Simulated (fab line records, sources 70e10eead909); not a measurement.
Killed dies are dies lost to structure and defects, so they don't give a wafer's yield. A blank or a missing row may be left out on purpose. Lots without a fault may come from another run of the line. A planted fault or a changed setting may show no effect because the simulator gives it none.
Chamber matching | flow nand_harc | NHARC_P_M1_CMP_23 on cmp-01: 4 sister chambers
The step polishes, t overpolish 20 s, target thk 157.82 nm. 8 wafers are shown with their chamber, then 7 later ones without.

WAFERS WITH THEIR CHAMBER
wafer  | chamber | motor_current_A (A) | time_to_endpoint_s (s)
L760.5 | 1       | 13.5                | 32
L764.3 | 3       | 11.3                | 33
L764.6 | 2       | 11.1                | 26
L773.1 | 0       | 12.6                | 30
L773.3 | 3       | 11.9                | 36
L773.4 | 2       | 10.6                | 28
L775.1 | 0       | 13.0                | 29
L775.4 | 1       | 12.9                | 28

WAFERS WITHOUT THEIR CHAMBER
wafer  | motor_current_A (A) | time_to_endpoint_s (s)
L775.6 | 12.6                | 29
L778.3 | 12.4                | 31
L778.5 | 13.0                | 31
L778.6 | 12.6                | 30
L779.2 | 11.8                | 33
L779.3 | 13.0                | 28
L779.5 | 12.8                | 29

WHICH CHAMBER EACH WENT THROUGH
wafer  | from the rows above          | in truth
L775.6 | can't be placed: 0 or 1      | 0
L778.3 | can't be placed: 0 or 1 or 3 | 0
L778.5 | can't be placed: 1 or 0      | 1
L778.6 | can't be placed: 0 or 1      | 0
L779.2 | 3                            | 3
L779.3 | can't be placed: 0 or 1      | 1
L779.5 | can't be placed: 0 or 1      | 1
Placed correctly: 1 of 7. Can't be placed from these rows: 6 (the true chamber is among the candidates in 6). Placed wrongly: 0.
How it was worked out, from the rows above alone: a wafer's distance from a chamber is the root of the sum, over the readings, of the square of ((its reading less the chamber's mean) divided by the reading's scatter). The wafer belongs to the nearest chamber; if the next one is less than 2 further off, it can't be placed. A chamber's mean is the mean of its shown wafers. The scatter: the root of (the sum of the squares of (reading less its chamber's mean) over the shown wafers, divided by (wafers less chambers)).
